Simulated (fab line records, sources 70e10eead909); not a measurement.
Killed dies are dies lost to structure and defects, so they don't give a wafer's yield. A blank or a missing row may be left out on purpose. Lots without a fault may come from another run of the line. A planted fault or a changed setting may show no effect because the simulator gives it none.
Chamber matching | flow nand_harc | NHARC_A_STAIRCASE_DESCUM_252 on rie_diel-04: 4 sister chambers
The step chemistry O2, time 3 s. 16 wafers are shown with their chamber, then 8 later ones without.

WAFERS WITH THEIR CHAMBER
wafer  | chamber | showerhead_plenum_p_Torr (Torr) | drypump_motor_current_A (A) | rf_vpp_V (V)
L082.2 | 0       | 1.84                            | 5.2                         | 57.1
L082.4 | 3       | 2.03                            | 6.0                         | 57.4
L082.6 | 2       | 1.97                            | 6.2                         | 58.0
L086.2 | 2       | 1.96                            | 6.2                         | 58.0
L086.4 | 0       | 1.83                            | 5.3                         | 57.3
L086.5 | 3       | 2.02                            | 6.0                         | 58.8
L085.2 | 3       | 2.02                            | 5.9                         | 59.1
L085.3 | 2       | 1.96                            | 6.2                         | 58.6
L085.4 | 2       | 1.96                            | 6.2                         | 58.1
L088.1 | 3       | 2.02                            | 6.0                         | 58.3
L088.2 | 0       | 1.83                            | 5.2                         | 57.9
L088.3 | 2       | 1.95                            | 6.2                         | 57.7
L090.2 | 2       | 1.95                            | 6.2                         | 57.4
L090.5 | 1       | 1.77                            | 6.6                         | 56.5
L090.6 | 2       | 1.95                            | 6.2                         | 57.2
L093.2 | 3       | 2.02                            | 6.0                         | 56.4

SIGNATURES (means of the wafers above)
reading                  | chamber 0 | chamber 1 | chamber 2 | chamber 3 | scatter within a chamber
showerhead_plenum_p_Torr | 1.8333    | 1.7700    | 1.9571    | 2.0220    | 0.00639
drypump_motor_current_A  | 5.233     | 6.600     | 6.200     | 5.980     | 0.035
rf_vpp_V                 | 57.433    | 56.500    | 57.857    | 58.000    | 0.737
Rule: a wafer's distance from a chamber is the root of the sum, over the readings, of the square of ((its reading less the chamber's mean) divided by the reading's scatter). The wafer belongs to the nearest chamber; if the next one is less than 2 further off, it can't be placed. The scatter: the root of (the sum of the squares of (reading less its chamber's mean) over the shown wafers, divided by (wafers less chambers)).

WAFERS WITHOUT THEIR CHAMBER
wafer  | showerhead_plenum_p_Torr (Torr) | drypump_motor_current_A (A) | rf_vpp_V (V)
L093.3 | 1.83                            | 5.3                         | 58.4
L093.5 | 1.83                            | 5.3                         | 56.8
L094.3 | 1.95                            | 6.2                         | 58.1
L094.4 | 1.82                            | 5.2                         | 57.5
L094.6 | 2.01                            | 6.0                         | 60.5
L096.2 | 1.95                            | 6.2                         | 57.8
L096.3 | 2.01                            | 6.0                         | 58.2
L096.6 | 2.01                            | 6.0                         | 58.0

WHICH CHAMBER EACH WENT THROUGH
wafer  | from the rows above | in truth
L093.3 | 0                   | 0
L093.5 | 0                   | 0
L094.3 | 2                   | 2
L094.4 | 0                   | 0
L094.6 | 3                   | 3
L096.2 | 2                   | 2
L096.3 | 3                   | 3
L096.6 | 3                   | 3
Placed correctly: 8 of 8. Can't be placed from these rows: 0. Placed wrongly: 0.
